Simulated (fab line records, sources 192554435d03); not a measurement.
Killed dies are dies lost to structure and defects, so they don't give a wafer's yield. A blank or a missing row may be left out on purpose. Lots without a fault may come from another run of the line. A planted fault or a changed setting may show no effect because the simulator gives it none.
Chamber matching | flow n5_finfet | N5_BEOL_M4_STRIP_19 on rie_diel-01: 4 sister chambers
The step strips in O2. 4 wafers are shown with their chamber, then 8 later ones without.

WAFERS WITH THEIR CHAMBER
wafer  | chamber | showerhead_plenum_p_Torr (Torr)
L087.1 | 2       | 2.02
L087.5 | 0       | 2.09
L087.6 | 1       | 2.17
L089.2 | 3       | 2.13

WAFERS WITHOUT THEIR CHAMBER
wafer  | showerhead_plenum_p_Torr (Torr)
L089.4 | 2.09
L089.5 | 2.02
L090.1 | 2.13
L090.4 | 2.02
L090.6 | 2.02
L093.4 | 2.17
L093.5 | 2.01
L093.6 | 2.13

WHICH CHAMBER EACH WENT THROUGH
wafer  | from the rows above | in truth
L089.4 | 0                   | 0
L089.5 | 2                   | 2
L090.1 | 3                   | 3
L090.4 | 2                   | 2
L090.6 | 2                   | 2
L093.4 | 1                   | 1
L093.5 | 2                   | 2
L093.6 | 3                   | 3
Placed correctly: 8 of 8. Can't be placed from these rows: 0. Placed wrongly: 0.
How it was worked out, from the rows above alone: a wafer's distance from a chamber is the root of the sum, over the readings, of the square of ((its reading less the chamber's mean) divided by the reading's scatter). The wafer belongs to the nearest chamber; if the next one is less than 2 further off, it can't be placed. A chamber's mean is the mean of its shown wafers. The scatter: with one shown wafer a chamber, the root of the mean of the squares of how far each hidden wafer lies from its nearest shown one.
